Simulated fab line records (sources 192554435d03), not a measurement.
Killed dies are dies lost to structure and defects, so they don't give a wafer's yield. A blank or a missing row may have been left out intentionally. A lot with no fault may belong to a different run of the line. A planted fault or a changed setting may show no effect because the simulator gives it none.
Split-lot trial :: flow n5Finfet :: 7 lots, 21 wafers read, on a route of 1938 steps

== SPLIT DETAILS ==
At N5_WELL_APT_COAT_02 (resist thk 950 nm), the setting spinRpm was moved away from the recipe's 1357 rpm on 8 of the 21 wafers read, by -10.8% to +9.2%. All remaining wafers had this setting at the recipe value.

Reading taken at the split's own step.

== THE READING ==
coat_of_WELL_APT_COAT_02.thkNm (the simulator's own value, which no gauge read), in nm, at N5_WELL_APT_COAT_02 (resist thk 950 nm). There is no usual value for it anywhere in the file. Across the 13 wafers here that went through the recipe, the average is 950.2 nm and the standard deviation 2 nm.

wafer: L077.3
tool, chamber at the split: lithoTrack-02, 0
spinRpm as run, rpm: 1357
against the recipe: recipe
coat_of_WELL_APT_COAT_02.thkNm, nm: 951.7
against lot-mates on the recipe: -

wafer: L077.5
tool, chamber at the split: lithoTrack-02, 0
spinRpm as run, rpm: 1357
against the recipe: recipe
coat_of_WELL_APT_COAT_02.thkNm, nm: 952.7
against lot-mates on the recipe: -

wafer: L077.6
tool, chamber at the split: lithoTrack-02, 0
spinRpm as run, rpm: 1357
against the recipe: recipe
coat_of_WELL_APT_COAT_02.thkNm, nm: 951.4
against lot-mates on the recipe: -

wafer: L079.1
tool, chamber at the split: lithoTrack-02, 0
spinRpm as run, rpm: 1357
against the recipe: recipe
coat_of_WELL_APT_COAT_02.thkNm, nm: 950.4
against lot-mates on the recipe: -

wafer: L079.2
tool, chamber at the split: lithoTrack-02, 0
spinRpm as run, rpm: 1452
against the recipe: +7.0%
coat_of_WELL_APT_COAT_02.thkNm, nm: 917
against lot-mates on the recipe: -33.4

wafer: L079.4
tool, chamber at the split: lithoTrack-02, 0
spinRpm as run, rpm: 1452
against the recipe: +7.0%
coat_of_WELL_APT_COAT_02.thkNm, nm: 916
against lot-mates on the recipe: -34.4

wafer: L084.2
tool, chamber at the split: lithoTrack-01, 0
spinRpm as run, rpm: 1357
against the recipe: recipe
coat_of_WELL_APT_COAT_02.thkNm, nm: 950.1
against lot-mates on the recipe: -

wafer: L084.4
tool, chamber at the split: lithoTrack-01, 0
spinRpm as run, rpm: 1357
against the recipe: recipe
coat_of_WELL_APT_COAT_02.thkNm, nm: 952.1
against lot-mates on the recipe: -

wafer: L084.6
tool, chamber at the split: lithoTrack-01, 0
spinRpm as run, rpm: 1357
against the recipe: recipe
coat_of_WELL_APT_COAT_02.thkNm, nm: 950.9
against lot-mates on the recipe: -

wafer: L087.1
tool, chamber at the split: lithoTrack-01, 0
spinRpm as run, rpm: 1210
against the recipe: -10.8%
coat_of_WELL_APT_COAT_02.thkNm, nm: 1011
against lot-mates on the recipe: +59.9

wafer: L087.4
tool, chamber at the split: lithoTrack-01, 0
spinRpm as run, rpm: 1357
against the recipe: recipe
coat_of_WELL_APT_COAT_02.thkNm, nm: 951.8
against lot-mates on the recipe: -

wafer: L087.6
tool, chamber at the split: lithoTrack-01, 0
spinRpm as run, rpm: 1357
against the recipe: recipe
coat_of_WELL_APT_COAT_02.thkNm, nm: 950.5
against lot-mates on the recipe: -

wafer: L089.1
tool, chamber at the split: lithoTrack-03, 0
spinRpm as run, rpm: 1357
against the recipe: recipe
coat_of_WELL_APT_COAT_02.thkNm, nm: 946.5
against lot-mates on the recipe: -

wafer: L089.4
tool, chamber at the split: lithoTrack-03, 0
spinRpm as run, rpm: 1461
against the recipe: +7.7%
coat_of_WELL_APT_COAT_02.thkNm, nm: 912.1
against lot-mates on the recipe: -34.9

wafer: L089.5
tool, chamber at the split: lithoTrack-03, 0
spinRpm as run, rpm: 1357
against the recipe: recipe
coat_of_WELL_APT_COAT_02.thkNm, nm: 947.5
against lot-mates on the recipe: -

wafer: L091.3
tool, chamber at the split: lithoTrack-03, 0
spinRpm as run, rpm: 1482
against the recipe: +9.2%
coat_of_WELL_APT_COAT_02.thkNm, nm: 905.9
against lot-mates on the recipe: -40.9

wafer: L091.4
tool, chamber at the split: lithoTrack-03, 0
spinRpm as run, rpm: 1357
against the recipe: recipe
coat_of_WELL_APT_COAT_02.thkNm, nm: 946.8
against lot-mates on the recipe: -

wafer: L091.6
tool, chamber at the split: lithoTrack-03, 0
spinRpm as run, rpm: 1482
against the recipe: +9.2%
coat_of_WELL_APT_COAT_02.thkNm, nm: 906.8
against lot-mates on the recipe: -40.0

wafer: L097.2
tool, chamber at the split: lithoTrack-02, 0
spinRpm as run, rpm: 1357
against the recipe: recipe
coat_of_WELL_APT_COAT_02.thkNm, nm: 949.7
against lot-mates on the recipe: -

wafer: L097.4
tool, chamber at the split: lithoTrack-02, 0
spinRpm as run, rpm: 1406
against the recipe: +3.6%
coat_of_WELL_APT_COAT_02.thkNm, nm: 931.1
against lot-mates on the recipe: -18.6

wafer: L097.6
tool, chamber at the split: lithoTrack-02, 0
spinRpm as run, rpm: 1406
against the recipe: +3.6%
coat_of_WELL_APT_COAT_02.thkNm, nm: 932.2
against lot-mates on the recipe: -17.5

FIT RESULTS
A straight line over all 21 wafers: coat_of_WELL_APT_COAT_02.thkNm changes by -5.09 nm for each +1% of spinRpm; r = -1.00; the points scatter about the line by 2.3 nm.
The same after taking each lot's own level away (the mean of its wafers on the recipe; 21 wafers): -4.89 nm for each +1%; r = -1.00; scatter 2.1 nm.
That fit puts the effect of the largest move of spinRpm on the reading at 53 nm.
The span of the lots' own levels, 946.80 to 951.93 nm, comes to 2.6 times the standard deviation stated above.
The two slopes are in agreement: the lot-to-lot level therefore moves the slope only a little.
Check: with one of the wafers moved furthest among these (-10.8%) left out of the fit, the line predicts +49.2 nm for it against its lot-mates. It came out at +59.9 nm against them.

== THE FILE'S OWN FIT ==
coat_of_WELL_APT_COAT_02.thkNm changes by -4.93 nm for each +1% of spinRpm, r = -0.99.
